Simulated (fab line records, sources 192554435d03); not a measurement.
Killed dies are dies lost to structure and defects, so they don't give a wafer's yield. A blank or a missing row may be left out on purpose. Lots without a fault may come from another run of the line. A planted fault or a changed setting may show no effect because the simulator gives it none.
Chamber matching | flow n5_finfet | N5_BEOL_M11_ETCH_61 on rie_diel-03: 4 sister chambers
The step etches SiARC in CF4, target depth 39 nm, time 65 s. 4 wafers are shown with their chamber, then 9 later ones without.

WAFERS WITH THEIR CHAMBER
wafer  | chamber | drypump_motor_current_A (A)
L087.1 | 3       | 6.7
L087.2 | 2       | 5.8
L090.3 | 0       | 4.9
L090.6 | 1       | 6.0

WAFERS WITHOUT THEIR CHAMBER
wafer  | drypump_motor_current_A (A)
L093.1 | 5.7
L093.5 | 6.0
L093.6 | 5.8
L092.4 | 4.9
L092.5 | 5.8
L092.6 | 6.0
L096.1 | 5.8
L096.3 | 6.6
L096.5 | 6.6

WHICH CHAMBER EACH WENT THROUGH
wafer  | from the rows above | in truth
L093.1 | 2                   | 2
L093.5 | 1                   | 1
L093.6 | 2                   | 2
L092.4 | 0                   | 0
L092.5 | 2                   | 2
L092.6 | 1                   | 1
L096.1 | 2                   | 2
L096.3 | 3                   | 3
L096.5 | 3                   | 3
Placed correctly: 9 of 9. Can't be placed from these rows: 0. Placed wrongly: 0.
How it was worked out, from the rows above alone: a wafer's distance from a chamber is the root of the sum, over the readings, of the square of ((its reading less the chamber's mean) divided by the reading's scatter). The wafer belongs to the nearest chamber; if the next one is less than 2 further off, it can't be placed. A chamber's mean is the mean of its shown wafers. The scatter: with one shown wafer a chamber, the root of the mean of the squares of how far each hidden wafer lies from its nearest shown one.
